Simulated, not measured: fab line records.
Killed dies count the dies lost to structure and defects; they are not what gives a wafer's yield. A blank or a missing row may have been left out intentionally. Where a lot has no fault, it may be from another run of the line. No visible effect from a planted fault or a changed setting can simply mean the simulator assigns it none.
A struck lot beside a sound one | flow n5_finfet | 16 steps out of a route of 1938
Sound: wafers L245.2, L245.3, L245.6. Struck: wafers L230.3, L230.4, L230.6. At the end, the cause is stated.
Each step with rows lists, per side, the tool, then ch with its chambers, then its first start. Under that, the readings that differ: sound wafers | struck wafers | difference of the means | sigmas: that difference in standard deviations of wafers without a fault.
alike: a reading whose means differ by less than 2 such deviations, as well as words and numbers matching on both sides. not compared: withheld readings; readings where some wafer has no value; bounds like >300 that might hide an equal value; numbers whose values overlap and for which the record gives no deviation.
Wherever a step has rows on one side only, a row that says differs or no value, or a row with sigmas, the two part there. Non-overlapping numbers with no deviation appear without sigmas and do not part them. A reading that every wafer of one side lacks parts them only if that side has two wafers or more.

first, 9 steps without rows for these wafers: N5_DUMMY_GATE_COAT_09 (resist thk 30 nm); N5_DUMMY_GATE_EBR_11; N5_DUMMY_GATE_SOFTBAKE_10 (time 60 s); N5_DUMMY_GATE_EXPOSE_12 (exposes mask GATE, target cd 25 nm); N5_DUMMY_GATE_PEB_13 (peb time 60 s); N5_DUMMY_GATE_DEVELOP_14 (develop time 30 s); N5_DUMMY_GATE_DESCUM_20 (chemistry O2, time 6.2 s); N5_DUMMY_GATE_ETCH_29 (etches underlayer in N2/H2, target depth 13 nm); N5_DUMMY_GATE_ETCH_36 (etches SiARC in CF4, target depth 13 nm).
N5_DUMMY_GATE_ETCH_37: etches SOC in N2/H2, target depth 60 nm, overetch 30 nm.
  sound on rie_diel-01 ch 1,2,3, day 8 11:09; struck on rie_diel-01 ch 1,3, day 4 17:44
  reading                                       | sound       | struck    | difference | sigmas
  model.SiARC_of_DUMMY_GATE_COAT_35.thk_nm (nm) | 4.6 5.2 4.6 | 3 3.6 3.6 | -1         |
  alike: chamber_pressure_mTorr, drypump_motor_current_A, oes_product_au, rf_vpp_V, showerhead_plenum_p_Torr, throttle_valve_pct
  not compared: rf_hours_counter_h
then, 2 steps without rows for these wafers: N5_DUMMY_GATE_STRIP_38 (strips in N2/H2); N5_DUMMY_GATE_STRIP_39 (strips in N2/H2).
N5_DUMMY_GATE_TRIM_49: chemistry O2, time 29 s, target cd 14 nm.
  sound on rie_si-02 ch 1,2, day 8 11:14; struck on rie_si-03 ch 0,1,3, day 4 17:49
  alike: chamber_pressure_mTorr, drypump_motor_current_A, oes_product_au, throttle_valve_pct
  not compared: rf_hours_counter_h, model.DUMMY_GATE.cd_nm
then, 1 step without rows for these wafers: N5_DUMMY_GATE_STRIP_40 (strips in CF4).
-- here the record skips 5 days between the struck wafers' starts before and after, leaving off in module DUMMY_GATE and picking up in module BEOL_M4 (first step shown: number 1111 of the route) --
N5_BEOL_M4_RC_MEAS_101:
  sound on prober-01 ch 0, day 14 08:02; struck on prober-02 ch 0, day 9 20:59
  alike: DIBL_N, DIBL_P, IOFF_N, IOFF_P, ION_N, ION_P, SS_N, SS_P, VT_N, VT_P
-- record jumps: 4 days separate the struck wafers' starts on either side; left off in module BEOL_M4, taken up again in module PASSIVATION, whose first shown step is the route's number 1936 --
N5_PASSIVATION_PROBE_49:
  sound on prober-02, day 18 14:43; struck on prober-02, day 13 22:23
  reading                | sound | struck   | difference | sigmas
  sort_bin_4_leakage (%) | 0 0 0 | 0.25 0 0 | +0.08      | +4
  alike: defect_limited_yield, killed_at_M0_to_M3, killed_at_M4_up, killed_at_contacts, killed_at_front_end, killed_at_other, killed_dies, killed_open, killed_short, sort_bin_5_function, sort_bin_6_memory, sort_n_pass, sort_yield_pct

== WHERE THEY PART ==
Only at N5_PASSIVATION_PROBE_49, as far as this record shows.

WHY: what the simulator had put in
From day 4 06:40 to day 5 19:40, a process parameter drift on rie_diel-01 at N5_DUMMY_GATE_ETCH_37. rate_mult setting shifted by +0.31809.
